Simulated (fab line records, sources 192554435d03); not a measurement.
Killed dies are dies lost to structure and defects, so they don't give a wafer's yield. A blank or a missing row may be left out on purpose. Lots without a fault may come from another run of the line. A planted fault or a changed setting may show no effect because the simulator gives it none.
Which tool did it? | flow n5_finfet | 8 lots, 24 wafers sampled, at 2 steps of a route of 1938

WHAT THE GAUGES READ, wafer by wafer
N5_SD_EPI_P_INSPECT_26: inspects for defects (darkfield).
lot  | measured    | on                | raw_defect_count
L906 | day 3 21:34 | defect_inspect-01 | 272 151 209
L907 | day 4 04:50 | defect_inspect-01 | 154 141 140
L908 | day 4 08:50 | defect_inspect-02 | 177 172 185
L914 | day 6 00:15 | defect_inspect-02 | 167 1038 250
L920 | day 7 08:10 | defect_inspect-01 | 166 129 252
L921 | day 7 16:50 | defect_inspect-02 | 185 166 208
L924 | day 8 09:50 | defect_inspect-01 | 179 169 164
L927 | day 9 02:32 | defect_inspect-01 | 176 177 210

WHICH TOOL RAN EACH LOT (tool, then ch and the chambers of the sampled wafers, then the start)
lot  | N5_SD_EPI_P_ETCH_36
L906 | rie_diel-06 ch 0,1,2, day 3 17:00
L907 | rie_diel-03 ch 0,1,2, day 4 01:08
L908 | rie_diel-03 ch 2,3, day 4 05:10
L914 | rie_diel-03 ch 0,2,3, day 5 20:33
L920 | rie_diel-01 ch 1,2, day 7 04:10
L921 | rie_diel-06 ch 1,2,3, day 7 13:09
L924 | rie_diel-01 ch 0,2,3, day 8 06:10
L927 | rie_diel-06 ch 0,1,3, day 8 22:50
- N5_SD_EPI_P_ETCH_36: etches SiARC in CF4, target depth 45.5 nm, time 75.8 s.

THE ANSWER, worked out from the rows above alone
Rule: what is usual is taken from the lots themselves. Put in order of their means at a reading, lots are off if they are a third of the lots or fewer, leave a main group of 4 or more, and stand apart from it by a gap of 3 or more times the standard deviation of the main group's means; of several such gaps the widest counts. A main group whose means are all the same, to the digits that the tables above print for the reading, isn't used. A lot without any number at a reading at which 4 lots or more have one is off too. The other lots that the step has rows for count as sound.
Off: L914, at N5_SD_EPI_P_INSPECT_26 (raw_defect_count). The main group: mean 180, standard deviation 18.
A tool fits if, at a process step before that reading, it ran every lot that is off, and no sound lot after the first of them. The gauges at N5_SD_EPI_P_INSPECT_26 are tried like those tools. One fits: rie_diel-03 at N5_SD_EPI_P_ETCH_36. Its last sound lot is L908 (day 4 05:10), its first lot that is off L914 (day 5 20:33): a fault that began between those two fits.

WHAT THE SIMULATOR HAD PUT IN
Chamber particle source: rie_diel-03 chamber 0, from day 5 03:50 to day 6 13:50, at N5_SD_EPI_P_ETCH_36. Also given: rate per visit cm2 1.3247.
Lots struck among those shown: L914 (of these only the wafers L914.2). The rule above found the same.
